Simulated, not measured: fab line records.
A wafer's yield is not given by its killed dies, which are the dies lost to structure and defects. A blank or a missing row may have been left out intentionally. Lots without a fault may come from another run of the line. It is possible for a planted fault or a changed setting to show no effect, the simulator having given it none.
Which tool was responsible?	flow n5Finfet	10 lots, 28 wafers sampled, at 6 steps of a route of 1938

## WHAT EACH GAUGE READ, for each wafer
N5_BEOL_M0_RS_MEAS_126: a four-point-probe measurement. Usual: M0_RS typically reads 0.537 ohm/sq, with standard deviation 0.018.
lot	measured	on	M0_RS (ohm/sq)	flag
L873	day 6 08:17	filmMetro-01	0.543 0.559 0.529	
L872	day 6 08:31	filmMetro-01	0.536 0.525 0.512	
L874	day 6 18:31	filmMetro-02	0.535 0.512 0.523	
L876	day 7 04:38	filmMetro-02	0.511 0.514 0.479	
L877	day 7 12:52	filmMetro-02	0.557 0.529 0.537	
L880	day 8 08:25	filmMetro-01	0.536 0.512 0.539	
L882	day 8 18:41	filmMetro-02	0.551 0.520 0.543	
L887	day 10 16:32	filmMetro-02	0.560 0.555	
L890	day 11 13:08	filmMetro-01	0.555 0.536	
L889	day 11 19:05	filmMetro-01	0.545 0.550 0.538	

N5_BEOL_M4_RC_MEAS_101. Usual: DIBL_N 37.2 mV/V, standard deviation 2.1; DIBL_P 37.3 mV/V, standard deviation 2.3; IOFF_N 0.18 nA/um, standard deviation 0.041; IOFF_P 0.24 nA/um, standard deviation 0.042; ION_N 680 uA/um, standard deviation 13; ION_P 466 uA/um, standard deviation 7.7; SS_N 71.8 mV/dec, standard deviation 0.68; SS_P 73.5 mV/dec, standard deviation 0.66; VT_N 249 mV, standard deviation 3.6; VT_P -248 mV, standard deviation 3.4.
lot	measured	on	DIBL_N (mV/V)	DIBL_P (mV/V)	IOFF_N (nA/um)	IOFF_P (nA/um)	ION_N (uA/um)	ION_P (uA/um)	SS_N (mV/dec)	SS_P (mV/dec)	VT_N (mV)	VT_P (mV)	flag
L873	day 8 14:06	prober-01	38.8 37.1 38.4	39.0 37.3 38.6	0.22 0.19 0.21	0.26 0.22 0.25	688 686 702	462 463 467	72.4 72.2 72.2	73.5 73.2 73.4	248 247 245	-249 -251 -248	
L872	day 8 17:01	prober-01	34.4 33.4 35.9	34.0 33.2 36.3	0.15 0.13 0.18	0.20 0.17 0.23	677 665 684	472 455 463	70.9 70.7 71.7	73.2 73.0 73.2	249 250 245	-249 -254 -247	
L874	day 9 01:14	prober-01	39.2 38.1 39.9	39.5 37.7 41.7	0.23 0.19 0.27	0.27 0.23 0.32	705 689 712	473 468 482	71.8 72.9 72.1	74.0 73.8 74.1	243 248 242	-247 -252 -243	
L876	day 9 13:08	prober-02	39.4 35.0 35.1	39.2 33.6 34.5	0.25 0.14 0.15	0.30 0.21 0.23	694 656 679	472 460 471	72.9 71.2 70.9	73.9 72.8 73.0	243 252 248	-246 -249 -248	
L877	day 9 18:03	prober-02	34.4 35.4 35.9	33.7 35.4 35.8	0.13 0.14 0.15	0.19 0.21 0.22	676 668 673	468 460 464	71.2 71.7 71.1	73.0 72.4 73.9	254 252 248	-252 -248 -246	
L880	day 10 12:20	prober-02	35.3 33.3 36.0	36.0 34.3 36.6	0.16 0.13 0.18	0.26 0.22 0.28	686 670 686	475 473 477	72.0 70.9 71.9	73.8 73.4 73.5	249 250 249	-244 -246 -240	
L882	day 10 13:31	prober-01	42.0 39.3 40.1	39.8 37.0 38.6	0.26 0.19 0.23	0.28 0.23 0.26	686 676 709	462 457 480	72.7 72.1 72.5	74.2 74.4 74.3	242 249 243	-247 -248 -243	
L887	day 12 06:56	prober-02	36.5 34.8	38.3 34.9	0.18 0.13	0.26 0.19	693 678	477 467	71.9 71.0	73.7 72.9	248 255	-245 -248	
L890	day 13 20:22	prober-01	37.3 39.4	36.5 38.5	0.15 0.18	0.20 0.23	673 673	461 456	71.4 72.3	73.8 74.2	254 254	-255 -252	
L889	day 14 04:46	prober-01	36.4 36.9 35.1	38.7 39.7 37.1	0.18 0.18 0.15	0.25 0.26 0.23	686 690 674	472 480 469	72.6 72.1 72.0	73.6 73.6 73.0	246 247 250	-246 -245 -249	

## TOOL THAT RAN EACH LOT (tool first, then ch and the chambers of the sampled wafers, then the start)
lot	N5_BEOL_M0_SURFACE_TREAT_137	N5_BEOL_M0_ANNEAL_133	N5_BEOL_M0_ECD_118	N5_BEOL_M0_CMP_120
L873	pvdSputter-03, day 6 06:16	pvdSputter-01, day 6 06:42	ecdCu-02 ch 0,1, day 6 06:59	cmp-04 ch 2,3, day 6 07:43
L872	pvdSputter-02, day 6 06:45	pvdSputter-02, day 6 07:14	ecdCu-02 ch 0,1, day 6 07:31	cmp-03 ch 0,1,3, day 6 08:01
L874	pvdSputter-01, day 6 16:48	pvdSputter-01, day 6 17:18	ecdCu-02 ch 0,1, day 6 17:35	cmp-04 ch 0,1,2, day 6 18:04
L876	pvdSputter-03, day 7 01:23	pvdSputter-01, day 7 03:18	ecdCu-01 ch 0,1, day 7 03:36	cmp-01 ch 1,2,3, day 7 04:02
L877	pvdSputter-01, day 7 09:54	pvdSputter-03, day 7 11:32	ecdCu-02 ch 0,1, day 7 11:53	cmp-01 ch 0,2, day 7 12:15
L880	pvdSputter-02, day 8 06:43	pvdSputter-01, day 8 07:07	ecdCu-01 ch 0,1, day 8 07:25	cmp-01 ch 0,2,3, day 8 07:52
L882	pvdSputter-01, day 8 16:35	pvdSputter-01, day 8 17:13	ecdCu-02 ch 0,1, day 8 17:31	cmp-03 ch 0,1,2, day 8 18:11
L887	pvdSputter-01, day 10 13:52	pvdSputter-02, day 10 14:15	ecdCu-02 ch 0, day 10 14:31	cmp-04 ch 1,3, day 10 16:00
L890	pvdSputter-02, day 11 11:06	pvdSputter-03, day 11 11:28	ecdCu-02 ch 1, day 11 11:44	cmp-04 ch 2,3, day 11 12:35
L889	pvdSputter-01, day 11 17:19	pvdSputter-01, day 11 17:44	ecdCu-01 ch 0,1, day 11 18:02	cmp-04 ch 0,1,3, day 11 18:34
- N5_BEOL_M0_SURFACE_TREAT_137
- N5_BEOL_M0_ANNEAL_133: time 60 s.
- N5_BEOL_M0_ECD_118: material Cu, target thk 300 nm.
- N5_BEOL_M0_CMP_120: polishes, stops on SiOC, t overpolish 6.9 s.

## WHAT THE TOOLS THEMSELVES READ (means of the sampled wafers that have a number; where no wafer has one, the mark that the record gives instead)
N5_BEOL_M0_SURFACE_TREAT_137. Usual: arFlowSccm reads 30.01 sccm (standard deviation 0.096).
lot	tool	arFlowSccm (sccm)	flag
L873	pvdSputter-03	29.87	
L872	pvdSputter-02	30.05	
L874	pvdSputter-01	30.07	
L876	pvdSputter-03	30.09	
L877	pvdSputter-01	29.97	
L880	pvdSputter-02	29.96	
L882	pvdSputter-01	30.04	
L887	pvdSputter-01	30.05	
L890	pvdSputter-02	30.01	
L889	pvdSputter-01	29.93	

N5_BEOL_M0_ANNEAL_133. Usual: heaterPowerW reads 830 W (standard deviation 77).
lot	tool	heaterPowerW (W)	flag
L873	pvdSputter-01	813	
L872	pvdSputter-02	848	
L874	pvdSputter-01	854	
L876	pvdSputter-01	753	
L877	pvdSputter-03	840	
L880	pvdSputter-01	868	
L882	pvdSputter-01	893	
L887	pvdSputter-02	804	
L890	pvdSputter-03	748	
L889	pvdSputter-01	764	

N5_BEOL_M0_CMP_120. Usual: edgeZonePressureFrac 1.000, standard deviation 0.0045; headPressurePsi 0.9998 psi, standard deviation 0.0022; motorCurrentA 6.2 A, standard deviation 0.61; timeToEndpointS 61.3 s, standard deviation 2.6.
lot	tool	edgeZonePressureFrac	headPressurePsi (psi)	motorCurrentA (A)	timeToEndpointS (s)	flag
L873	cmp-04	1.002	1.0004	6.6	60.4	
L872	cmp-03	1.002	0.9982	6.0	62.6	
L874	cmp-04	1.006	0.9988	6.4	62.2	
L876	cmp-01	1.006	1.0010	5.9	64.4	
L877	cmp-01	1.001	0.9992	5.2	58.7	
L880	cmp-01	1.000	0.9991	5.5	63.3	
L882	cmp-03	0.998	0.9986	6.1	64.4	
L887	cmp-04	1.006	0.9986	6.6	42.4	OFF
L890	cmp-04	0.996	0.9986	6.8	48.6	OFF
L889	cmp-04	0.993	1.0008	6.3	59.6	

## THE ANSWER, worked out from the rows above alone
Rule: a lot counts as off when the mean over its wafers that have a number is more than 3 standard deviations away from the usual mean. A lot without any number at a reading at which 4 lots or more have one is off too. All remaining lots with rows at the step are treated as sound. The gauges are gone through in route order, then the tools' own readings, and for those a lot's mean is taken as printed above. At the first step where some lot is off, the reading lying furthest off is the one used; lots without a number count as furthest.
Off: L887, L890 (N5_BEOL_M0_CMP_120, timeToEndpointS).
A tool fits if, at that step or a process step before it, it ran every lot that is off, and no sound lot after the first of them. One candidate fits, namely ecdCu-02 at N5_BEOL_M0_ECD_118. Its last sound lot is L882 (day 8 17:31), its first lot that is off L887 (day 10 14:31): a fault that began between those two fits.

## WHAT HAD BEEN PUT IN BY THE SIMULATOR
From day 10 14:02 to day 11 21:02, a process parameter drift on ecdCu-02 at N5_BEOL_M0_ECD_118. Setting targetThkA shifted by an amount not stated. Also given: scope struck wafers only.
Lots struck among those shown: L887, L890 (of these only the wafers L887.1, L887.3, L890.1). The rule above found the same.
